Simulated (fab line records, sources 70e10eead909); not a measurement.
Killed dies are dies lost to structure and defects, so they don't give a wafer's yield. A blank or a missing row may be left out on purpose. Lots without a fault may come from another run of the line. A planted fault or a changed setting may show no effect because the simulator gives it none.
Which tool did it? | flow nand_harc | 6 lots, 18 wafers sampled, at 3 steps of a route of 1159

WHAT THE GAUGES READ, wafer by wafer
NHARC_A_CONTACT_CD_MEAS_08: target cd 100 nm.
lot  | measured     | on        | cd_nm (nm)
L188 | day 17 02:52 | cd_sem-01 | 101.1 100.9 100.9
L199 | day 19 21:35 | cd_sem-02 | 100.8 100.4 100.0
L196 | day 20 05:08 | cd_sem-01 | 121.0 120.6 121.0
L201 | day 20 14:35 | cd_sem-01 | 99.7 99.9 99.3
L203 | day 21 12:15 | cd_sem-01 | 99.2 99.2 99.6
L207 | day 22 11:58 | cd_sem-03 | 100.1 100.1 101.1

WHICH TOOL RAN EACH LOT (tool, then ch and the chambers of the sampled wafers, then the start)
lot  | NHARC_A_CONTACT_ETCH_130             | NHARC_A_CONTACT_EXPOSE_05
L188 | har_cap_etch-03 ch 0,1, day 16 22:38 | arfi_scanner-02 ch 0, day 17 02:43
L199 | har_cap_etch-02 ch 0,1, day 19 17:28 | arfi_scanner-02 ch 0, day 19 21:27
L196 | har_cap_etch-03 ch 0,1, day 19 21:55 | arfi_scanner-03 ch 0, day 20 05:00
L201 | har_cap_etch-02 ch 0,1, day 20 09:55 | arfi_scanner-01 ch 0, day 20 14:27
L203 | har_cap_etch-03 ch 0,1, day 21 04:02 | arfi_scanner-01 ch 0, day 21 12:07
L207 | har_cap_etch-02 ch 0,1, day 22 07:32 | arfi_scanner-01 ch 0, day 22 11:49
- NHARC_A_CONTACT_ETCH_130: etches the open film in C4F8/O2/Ar, time 155 s, target depth 956 nm.
- NHARC_A_CONTACT_EXPOSE_05: exposes mask A CC.

THE ANSWER, worked out from the rows above alone
Rule: what is usual is taken from the lots themselves. Put in order of their means at a reading, lots are off if they are a third of the lots or fewer, leave a main group of 4 or more, and stand apart from it by a gap of 3 or more times the standard deviation of the main group's means; of several such gaps the widest counts. A main group whose means are all the same, to the digits that the tables above print for the reading, isn't used. A lot without any number at a reading at which 4 lots or more have one is off too. The other lots that the step has rows for count as sound.
Off: L196, at NHARC_A_CONTACT_CD_MEAS_08 (cd_nm). The main group: mean 100.2 nm, standard deviation 0.59.
A tool fits if, at a process step before that reading, it ran every lot that is off, and no sound lot after the first of them. The gauges at NHARC_A_CONTACT_CD_MEAS_08 are tried like those tools. One fits: arfi_scanner-03 at NHARC_A_CONTACT_EXPOSE_05. It ran no sound lot before its first lot that is off in this sample, so the start can't be narrowed down.

WHAT THE SIMULATOR HAD PUT IN
Process parameter drift: arfi_scanner-03, from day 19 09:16 on, at NHARC_A_CONTACT_EXPOSE_05. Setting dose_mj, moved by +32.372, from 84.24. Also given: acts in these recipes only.
Lots struck among those shown: L196. The rule above found the same.
